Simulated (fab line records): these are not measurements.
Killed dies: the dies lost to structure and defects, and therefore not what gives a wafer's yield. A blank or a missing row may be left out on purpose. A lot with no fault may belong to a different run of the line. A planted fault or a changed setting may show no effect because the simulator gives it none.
Comparing a struck lot with a sound one    flow n5Finfet    14 steps out of a route of 1938
Sound: the wafers L530.2, L530.4, L530.6. Struck: wafers L536.1, L536.3. The cause comes at the end.
Order at every step that has rows: each side's tool, ch and its chambers, its first start. Under that, the readings that differ: sound wafers    struck wafers    difference of the means    sigmas: that difference in standard deviations of wafers without a fault.
alike: same words and numbers on both sides, and readings whose means sit less than 2 such deviations apart. not compared: any withheld reading, any reading some wafer has no value for, any bound like >300 that may hide the same value, and any number with overlapping values for which the record gives no deviation.
Wherever a step has rows on one side only, a row that says differs or no value, or a row with sigmas, the two part there. Numbers that have no deviation but don't overlap get no sigmas and don't part them. A reading missing from all wafers of one side parts the sides only when that side holds two or more wafers.

first, 2 steps without rows for these wafers: N5_BEOL_M14_PRECLEAN_39 (cleans in residue remover, time 60 s); N5_BEOL_M14_SRD_40 (time 30 s, dry time 30 s).
N5_BEOL_M14_DEGAS_41: time 60 s.
  sound on pvdSputter-02, day 13 18:42; struck on pvdSputter-02, day 16 00:49
  alike: heaterPowerW
N5_BEOL_M14_PRE_CLEAN_42: time 30 s.
  sound on pvdSputter-02, day 13 18:44; struck on pvdSputter-02, day 16 00:52
  alike: heaterPowerW
then, 1 step without rows for these wafers: N5_BEOL_M14_SPUTTER_43 (material TaN, target thk 15 nm, time 24.19 s).
N5_BEOL_M14_SPUTTER_44: material Ta, target thk 15 nm, time 24.19 s.
  sound on pvdSputter-02, day 13 18:52; struck on pvdSputter-02, day 16 00:59
  alike: throttleValvePct
N5_BEOL_M14_SPUTTER_45: material Cu, target thk 100 nm, time 16.67 s.
  sound on pvdSputter-02, day 13 18:56; struck on pvdSputter-02, day 16 01:04
  alike: throttleValvePct
then, 1 step without rows for these wafers: N5_BEOL_M14_ECD_47 (material Cu, target thk 1248 nm).
N5_BEOL_M14_ANNEAL_48: time 90 s.
  sound on rtpAnneal-02 ch 0, day 13 19:32; struck on rtpAnneal-02 ch 0, day 16 01:53
  alike: wafer_temp_C_max
then, 1 step without rows for these wafers: N5_BEOL_M14_CMP_49 (polishes, stops on SiO2, t overpolish 5.2 s, target thk 560 nm).
N5_BEOL_M14_THK_MEAS_50: measures by xrf.
  sound on filmMetro-01, day 13 20:05; struck on filmMetro-01, day 16 02:29
  alike: M14_THK
then, 1 step without rows for these wafers: N5_BEOL_M14_PRE_CLEAN_52 (time 15 s).
N5_BEOL_M14_DEP_53: deposits SiCN from 3MS/NH3, target thk 50 nm, time 17.8 s.
  sound on pecvd-04 ch 1,2, day 13 20:09; struck on pecvd-04 ch 0,1, day 16 02:32
reading                                   sound           struck     difference  sigmas
model.SiCN_of_BEOL_M14_DEP_53.thkNm (nm)  49.2 50.2 50.4  39.8 39.6  -10.2       
  alike: showerheadPlenumPTorr, throttleValvePct
N5_BEOL_M14_RS_MEAS_54: uses a four-point probe to measure.
  sound on filmMetro-01, day 13 20:13; struck on filmMetro-01, day 16 02:36
  alike: M14_RS

WHERE THEY PART
Nowhere in this record.

WHY: what the simulator had put in
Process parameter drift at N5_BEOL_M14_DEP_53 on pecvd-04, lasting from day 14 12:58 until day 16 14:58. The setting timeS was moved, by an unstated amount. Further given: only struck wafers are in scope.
